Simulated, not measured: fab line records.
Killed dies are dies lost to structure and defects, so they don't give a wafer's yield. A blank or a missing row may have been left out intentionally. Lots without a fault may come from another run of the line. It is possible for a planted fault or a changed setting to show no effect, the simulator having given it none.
A struck lot beside a sound one / flow nand_harc / 13 steps out of a route of 1302
Sound: wafers L660.2, L660.4, L660.5. Wafers L666.1, L666.2, L666.6 were the ones struck. At the end, the cause is stated.
Order at every step that has rows: each side's tool, ch and its chambers, its first start. Under that, the readings that differ: sound wafers / struck wafers / difference of the means / sigmas: that difference in standard deviations of wafers without a fault.
alike: readings with means less than 2 such deviations apart, plus words and numbers identical on both sides. not compared: withheld readings, readings lacking a value on some wafer, bounds such as >300 that could conceal the same value, and numbers that have no deviation in the record and whose values overlap.
The two part at a step that has a row with sigmas, a row that says differs or no value, or rows on one side only. Numbers that have no deviation but don't overlap get no sigmas and don't part them. A reading that every wafer of one side lacks parts them only if that side has two wafers or more.

NHARC_A_WL_FILL_INSPECT_15:
  struck on defect_inspect-01, day 25 05:55; sound on defect_inspect-01, day 22 16:09
  alike: raw_defect_count
NHARC_A_CONTACT_DEP_24: deposits SiO2, target thk 500 nm.
  sound on pecvd-02 ch 0,1,2, day 22 16:20; struck on pecvd-01 ch 0,2, day 25 05:59
  alike: heater_power_w, showerhead_vpp_V, throttle_valve_pct
NHARC_A_CONTACT_DEP_28: deposits aC, target thk 7000 nm.
  sound on acl_dep-03 ch 0, day 22 17:42; struck on acl_dep-02 ch 0, day 25 07:07
  alike: throttle_valve_pct
NHARC_A_CONTACT_DEP_29: deposits SiON, target thk 100 nm.
  sound on pecvd-03 ch 1,2, day 22 21:18; struck on pecvd-01 ch 0,1,2, day 25 11:24
  alike: heater_power_w, showerhead_vpp_V
then, 7 steps without rows for these wafers: NHARC_A_CONTACT_DEHYDRATE_32 (time 120 s); NHARC_A_CONTACT_HMDS_33 (time 30 s); NHARC_A_CONTACT_COAT_34 (time 75 s); NHARC_A_CONTACT_COAT_35 (time 65 s); NHARC_A_CONTACT_COAT_36 (resist thk 90 nm); NHARC_A_CONTACT_SOFTBAKE_37 (time 55 s); NHARC_A_CONTACT_EBR_38.
NHARC_A_CONTACT_EXPOSE_39: exposes mask A CC 3.
  sound on arfi_scanner-02 ch 0, day 22 21:56; struck on arfi_scanner-02, day 25 11:59
  no value came back on the struck wafers for exposure_dose_mJ_cm2, focus_offset_nm (nm), na; on the sound wafers exposure_dose_mJ_cm2 reads 58.76 58.66 58.65
  alike: mask
then, 1 step without rows for these wafers: NHARC_A_CONTACT_PEB_40 (peb time 65 s).

== WHERE THEY PART ==
Only at NHARC_A_CONTACT_EXPOSE_39, as far as this record shows.

WHY: the cause the simulator had injected
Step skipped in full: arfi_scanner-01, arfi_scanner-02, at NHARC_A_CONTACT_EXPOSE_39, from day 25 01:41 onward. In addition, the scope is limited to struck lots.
